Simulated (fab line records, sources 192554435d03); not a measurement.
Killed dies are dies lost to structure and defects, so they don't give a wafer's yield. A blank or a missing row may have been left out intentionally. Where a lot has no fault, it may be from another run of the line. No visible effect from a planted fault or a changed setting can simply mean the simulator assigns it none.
Split-lot study | flow n5-finfet | 7 lots, 21 wafers read, on a route of 1938 steps

SPLIT DETAILS
At N5_BEOL_M8_EXPOSE_25 (exposes mask V7, target cd 40 nm), the setting dose-mj was moved away from the recipe's 42.5 on 5 of the 21 wafers read, by -7.2% to -2.4%. The other wafers ran this setting at the recipe's value.

FROM THE SPLIT TO THE READING: what the file shows between them, 8 steps
- N5_BEOL_M8_PEB_26: peb time 60 s
- N5_BEOL_M8_DEVELOP_27: develop time 30 s
- N5_BEOL_M8_DESCUM_33: chemistry O2, time 7 s
- N5_BEOL_M8_ETCH_72: etches underlayer in N2/H2, target depth 6.5 nm, time 5.2 s
- N5_BEOL_M8_ETCH_65: etches SiARC in CF4, target depth 15.6 nm, time 26 s
- N5_BEOL_M8_ETCH_66: etches SOC in N2/H2, target depth 80 nm, overetch 16 nm, time 120 s
- N5_BEOL_M8_STRIP_69: strips in N2/H2
- N5_BEOL_M8_STRIP_73: strips in N2/H2

THE READING
BEOL_M8.cd-nm (the simulator's own value, which no gauge read), in nm, at N5_BEOL_M8_VIA_ETCH_34 (etches SiCOH lowk in C4F6/O2, target depth 125.5 nm, time 50.5 s). The file does not state a usual value for it. Average 39.8 nm, standard deviation 0.33 nm, over the 16 wafers here run with the recipe.

wafer  | tool, chamber at the split | dose-mj as run | against the recipe | BEOL_M8.cd-nm, nm | against lot-mates on the recipe
L080.3 | euv-scanner-02, 0          | 42.5           | recipe             | 39.8              | -
L080.5 | euv-scanner-02, 0          | 42.5           | recipe             | 40                | -
L080.6 | euv-scanner-02, 0          | 42.5           | recipe             | 40                | -
L082.4 | euv-scanner-02, 0          | 42.5           | recipe             | 40.2              | -
L082.5 | euv-scanner-02, 0          | 39.45          | -7.2%              | 38.4              | -1.8
L082.6 | euv-scanner-02, 0          | 39.45          | -7.2%              | 38                | -2.2
L083.3 | euv-scanner-02, 0          | 42.5           | recipe             | 39.4              | -
L083.4 | euv-scanner-02, 0          | 42.5           | recipe             | 39.6              | -
L083.5 | euv-scanner-02, 0          | 41.47          | -2.4%              | 38.8              | -0.7
L084.1 | euv-scanner-02, 0          | 41.32          | -2.8%              | 39.4              | -1.2
L084.3 | euv-scanner-02, 0          | 42.5           | recipe             | 40.6              | -
L084.4 | euv-scanner-02, 0          | 41.32          | -2.8%              | 39.8              | -0.8
L086.1 | euv-scanner-01, 0          | 42.5           | recipe             | 40                | -
L086.4 | euv-scanner-01, 0          | 42.5           | recipe             | 39.8              | -
L086.6 | euv-scanner-01, 0          | 42.5           | recipe             | 39.6              | -
L092.1 | euv-scanner-01, 0          | 42.5           | recipe             | 39.4              | -
L092.3 | euv-scanner-01, 0          | 42.5           | recipe             | 39.4              | -
L092.4 | euv-scanner-01, 0          | 42.5           | recipe             | 40                | -
L097.2 | euv-scanner-02, 0          | 42.5           | recipe             | 39.4              | -
L097.4 | euv-scanner-02, 0          | 42.5           | recipe             | 39.8              | -
L097.6 | euv-scanner-02, 0          | 42.5           | recipe             | 39.6              | -

FIT RESULTS
A straight line over all 21 wafers: BEOL_M8.cd-nm changes by +0.213 nm for each +1% of dose-mj; r = +0.81; the points scatter about the line by 0.36 nm.
The same after taking each lot's own level away (the mean of its wafers on the recipe; 21 wafers): +0.287 nm for each +1%; r = +0.96; scatter 0.19 nm.
The reading moves by 2.1 nm for the largest change in dose-mj, on that fit.
From 39.50 to 40.60 nm: that is the span of the lots' own levels, equal to 3.4 times the standard deviation above.
In other words, the slope is changed by the lot-to-lot level; the two fits disagree.
Check: with one of the wafers moved furthest among these (-7.2%) left out of the fit, the line predicts -2.27 nm for it against its lot-mates. It came out at -1.8 nm against them.

OTHER SPLITS ON THESE WAFERS
Before the reading, these wafers also passed through other splits. Each is held against what the fit with the lots' levels taken away leaves over:
other split on the same wafers | wafers away from the commonest value | r with BEOL_M8.cd-nm (lot level and that fit taken away)
N5_BEOL_M5_ETCH_41 source-w    | 5                                    | -0.19
N5_BEOL_M7_ETCH_41 source-w    | 8                                    | +0.22
N5_BEOL_M8_COAT_22 spin-rpm    | 4                                    | -0.47

THE WHOLE CHAIN: every reading that the file lists as answering this split, in the file's order
step                   | what it does                                                        | reading                                                        | change (the file's fit)               | r (the file's)
N5_BEOL_M8_DESCUM_33   | chemistry O2, time 7 s                                              | BEOL_M8.cd-nm (the simulator's own value, which no gauge read) | +0.247 nm for each +1% of the setting | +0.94
N5_BEOL_M8_ETCH_72     | etches underlayer in N2/H2, target depth 6.5 nm, time 5.2 s         | BEOL_M8.cd-nm (the simulator's own value, which no gauge read) | +0.255 nm for each +1% of the setting | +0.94
N5_BEOL_M8_ETCH_65     | etches SiARC in CF4, target depth 15.6 nm, time 26 s                | BEOL_M8.cd-nm (the simulator's own value, which no gauge read) | +0.266 nm for each +1% of the setting | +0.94
N5_BEOL_M8_ETCH_66     | etches SOC in N2/H2, target depth 80 nm, overetch 16 nm, time 120 s | BEOL_M8.cd-nm (the simulator's own value, which no gauge read) | +0.281 nm for each +1% of the setting | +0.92
N5_BEOL_M8_VIA_ETCH_34 | etches SiCOH lowk in C4F6/O2, target depth 125.5 nm, time 50.5 s    | BEOL_M8.cd-nm (the simulator's own value, which no gauge read) | +0.289 nm for each +1% of the setting | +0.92

FILE'S OWN FIT
BEOL_M8.cd-nm changes by +0.289 nm for each +1% of dose-mj, r = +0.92.
